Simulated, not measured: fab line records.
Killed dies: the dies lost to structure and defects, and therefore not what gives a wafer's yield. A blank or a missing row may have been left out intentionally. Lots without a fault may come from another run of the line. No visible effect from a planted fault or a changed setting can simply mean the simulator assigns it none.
A struck lot beside a sound one ; flow nand-harc ; 15 steps out of a route of 1302
Sound: these wafers, L327.1, L327.2, L327.6. Struck: wafers L329.1, L329.5, L329.6. The cause comes at the end.
Per side, at each step with rows, come the tool, then ch with its chambers, and then its first start. Under that, the readings that differ: sound wafers ; struck wafers ; difference of the means ; sigmas: that difference in standard deviations of wafers without a fault.
alike: readings whose means differ by less than 2 such deviations, and words and numbers that are the same on both sides. not compared: withheld readings, readings that some wafer has no value for, bounds like >300 that may hide the same value, and numbers for which the record gives no deviation and whose values overlap.
Wherever a step has rows on one side only, a row that says differs or no value, or a row with sigmas, the two part there. When numbers do not overlap yet have no deviation, they are printed without sigmas and do not part them. Lack of a reading on every wafer of one side parts them only where that side has two or more wafers.

first, 7 steps without rows for these wafers: NHARC_A_M1_COAT_34 (time 65 s); NHARC_A_M1_COAT_03 (resist thk 90 nm); NHARC_A_M1_SOFTBAKE_04 (time 55 s); NHARC_A_M1_EBR_05; NHARC_A_M1_EXPOSE_06 (exposes mask A M1, target cd 120 nm); NHARC_A_M1_PEB_07 (peb time 65 s); NHARC_A_M1_DEVELOP_08 (develop time 35 s).
NHARC_A_M1_CD_MEAS_09: the cd target is 120 nm.
  sound on cd-sem-03 ch 0, day 27 00:13; struck on cd-sem-01 ch 0, day 27 21:20
reading;sound;struck;difference;sigmas
cd-nm (nm);121.0 120.3 120.9;120.4 119.0 119.1;-1.2;-2
NHARC_A_M1_OVL_MEAS_10: pitch 240 nm.
  sound on overlay-01, day 27 00:19; struck on overlay-01, day 27 21:26
  alike: overlay-x-nm, overlay-y-nm
NHARC_A_M1_INSPECT_11:
  sound on defect-inspect-02, day 27 00:20; struck on defect-inspect-01, day 27 21:28
reading;sound;struck;difference;sigmas
raw-defect-count;126 119 138;20 23 25;-105;-3
NHARC_A_M1_DESCUM_14: chemistry O2, time 3 s.
  sound on rie-diel-02 ch 0,2,3, day 27 00:25; struck on rie-diel-02 ch 0,2,3, day 27 21:33
  alike: drypump-motor-current-A, oes-product-au, rf-vpp-V, showerhead-plenum-p-Torr, throttle-valve-pct
  not compared: rf-hours-counter-h
NHARC_A_M1_ETCH_35: etches the open film in N2/H2, target depth 40 nm, overetch 12 nm, time 43.94 s.
  sound on rie-diel-02 ch 0,3, day 27 00:29; struck on rie-diel-02 ch 1,2,3, day 27 21:38
  alike: bias-w, chamber-pressure-mTorr, drypump-motor-current-A, oes-product-au, rf-fwd-power-W, rf-vpp-V, showerhead-plenum-p-Torr, throttle-valve-pct
  not compared: rf-hours-counter-h
NHARC_A_M1_ETCH_15: etches the open film in C4F8/Ar, target depth 182.5 nm, time 91.2 s.
  sound on rie-diel-02 ch 0,1,2, day 27 00:35; struck on rie-diel-02 ch 2,3, day 27 21:43
  no value came back on the struck wafers for any of 5 readings (bias-w (W), chamber-pressure-mTorr (mTorr) and others); on the sound wafers bias-w (W) reads 299.3 299.1 300.0
  not compared: rf-hours-counter-h
NHARC_A_M1_CD_MEAS_16:
  sound on cd-sem-03, day 27 00:43; struck on cd-sem-03, day 27 21:50
reading;sound;struck;difference;sigmas
cd-nm (nm);120.4 121.5 121.3;120.6 118.2 119.1;-1.8;-3
NHARC_END_SORT_01:
  sound on prober-01 ch 0, day 28 08:11; struck on prober-02 ch 0, day 29 09:19
reading;sound;struck;difference;sigmas
defect-limited-yield (%);88 86;0 0 0;-87;-29
killed-at-array;76 87;672 672 675;+592;+30
killed-dies;82 94;677 677 677;+589;+29
sort_bin_2_pct (%);4.4 5.0;97.0 97.8 97.0;+92.6;+66
sort_bin_3_pct (%);1.6 1.3;0.4 0.1 0.1;-1.3;-3
sort_bin_4_pct (%);6.1 7.5;2.5 2.1 2.8;-4.3;-3
sort-n-pass;595 583;0 0 0;-589;-29
sort-rim-yield-pct (%);91 88;0 0 0;-90;-26
sort-yield-pct (%);88 86;0 0 0;-87;-29
  alike: killed-at-other, killed-at-periphery, killed-open, killed-short

== WHERE THEY PART ==
At NHARC_A_M1_CD_MEAS_09 first; at NHARC_END_SORT_01 last (within this record only).

WHY: the cause the simulator had injected
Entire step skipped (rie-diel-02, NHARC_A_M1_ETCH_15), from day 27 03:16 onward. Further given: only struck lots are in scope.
